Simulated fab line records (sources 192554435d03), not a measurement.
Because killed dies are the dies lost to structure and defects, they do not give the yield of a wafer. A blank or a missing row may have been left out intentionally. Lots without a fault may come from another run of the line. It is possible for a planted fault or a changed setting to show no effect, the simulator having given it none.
Chamber matching | flow n5-finfet | N5_BEOL_M10_ETCH_62 on rie-diel-06 has 4 sister chambers
The step etches SOC in N2/H2, target depth 110 nm, overetch 22 nm, time 165 s. 4 wafers are shown with their chamber, then 9 later ones without.

## WAFERS PAIRED WITH THEIR CHAMBERS
wafer  | chamber | drypump-motor-current-A (A)
L086.3 | 3       | 5.7
L086.6 | 1       | 6.2
L087.1 | 2       | 5.8
L087.6 | 0       | 4.8

## WAFERS WITHOUT THEIR CHAMBER
wafer  | drypump-motor-current-A (A)
L090.1 | 6.2
L090.3 | 5.7
L090.4 | 5.7
L092.1 | 5.8
L092.2 | 4.8
L092.4 | 6.3
L097.1 | 4.8
L097.3 | 5.8
L097.5 | 4.8

## EACH ONE'S CHAMBER
wafer  | from the rows above | in truth
L090.1 | 1                   | 1
L090.3 | 3                   | 3
L090.4 | 3                   | 3
L092.1 | 2                   | 2
L092.2 | 0                   | 0
L092.4 | 1                   | 1
L097.1 | 0                   | 0
L097.3 | 2                   | 2
L097.5 | 0                   | 0
Correct placement for 9 of the 9. Not placeable from these rows: 0. 0 placed wrongly.
How it was worked out, from the rows above alone: a wafer's distance from a chamber is the root of the sum, over the readings, of the square of ((its reading less the chamber's mean) divided by the reading's scatter). If the next closest chamber is less than 2 further off than the closest, the wafer can't be placed; otherwise it belongs to the closest. For every chamber, the mean is computed from those of its wafers that are shown. The scatter: root of mean squared gap, hidden wafer to nearest shown wafer, with one shown wafer a chamber.
